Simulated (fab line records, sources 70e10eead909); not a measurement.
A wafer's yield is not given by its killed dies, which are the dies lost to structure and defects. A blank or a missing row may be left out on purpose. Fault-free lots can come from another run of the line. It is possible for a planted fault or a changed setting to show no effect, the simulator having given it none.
A lot that was struck, set against a sound lot	flow nand harc	15 steps out of a route of 1159
Sound: the wafers L539.3, L539.5, L539.6. The struck wafers were L530.1, L530.4, L530.6. The cause is named last.
At each step with rows: each side's tool, then ch and its chambers, then its first start. Under that, the readings that differ: sound wafers	struck wafers	difference of the means	sigmas: that difference in standard deviations of wafers without a fault.
alike: a reading whose means differ by less than 2 such deviations, as well as words and numbers matching on both sides. not compared: withheld readings; readings where some wafer has no value; bounds like >300 that might hide an equal value; numbers whose values overlap and for which the record gives no deviation.
The two part at a step that has a row with sigmas, a row that says differs or no value, or rows on one side only. Numbers that don't overlap but have no deviation are shown without sigmas and don't part them. A reading missing from all wafers of one side parts the sides only when that side holds two or more wafers.

first, 2 steps without rows for these wafers: NHARC_P_GATE_PEB_09 (peb time 85 s); NHARC_P_GATE_DEVELOP_10 (time 70 s).
NHARC_P_GATE_CD_MEAS_11: the cd target is 1640 nm.
  sound on cd sem-03 ch 0, day 9 09:14; struck on cd sem-03 ch 0, day 7 17:34
  alike: cd nm
then, 1 step without rows for these wafers: NHARC_P_GATE_HARDBAKE_12 (time 80 s).
NHARC_P_GATE_DESCUM_13: chemistry O2, time 3 s.
  sound on rie diel-11 ch 0,3, day 9 09:23; struck on rie diel-13 ch 0,1,2, day 7 17:44
  alike: drypump motor current A, oes product au, rf vpp V, showerhead plenum p Torr, throttle valve pct
  not compared: rf hours counter h
then, 6 steps without rows for these wafers: NHARC_P_GATE_ETCH_14 (etches SiO2 in dHF, target depth 48.8 nm); NHARC_P_GATE_STRIP_15 (strips in SPM, time 780 s); NHARC_P_GATE_PRECLEAN_71 (cleans in SC1); NHARC_P_GATE_SRD_72; NHARC_P_GATE_OXIDE_16 (material SiO2, target thk 3 nm, ox time 392 s); NHARC_P_GATE_CVD_17 (deposits poly-Si, target thk 150 nm, time 900 s).
NHARC_P_GATE_HM_DEP_102: deposits aC, target thk 120 nm.
  sound on acl dep-01 ch 0, day 9 21:50; struck on acl dep-01 ch 0, day 8 13:23
  alike: throttle valve pct
NHARC_P_GATE_DEP_103: deposits SiON, target thk 30 nm.
  sound on pecvd-04 ch 1,2, day 9 22:19; struck on pecvd-02 ch 0,1,2, day 8 14:28
  alike: heater power outer w, heater power w
then, 2 steps without rows for these wafers: NHARC_P_GATE_DEHYDRATE_18 (time 120 s); NHARC_END_SORT_01.

## WHERE THEY PART
Nowhere in this record.

WHY: the cause the simulator had injected
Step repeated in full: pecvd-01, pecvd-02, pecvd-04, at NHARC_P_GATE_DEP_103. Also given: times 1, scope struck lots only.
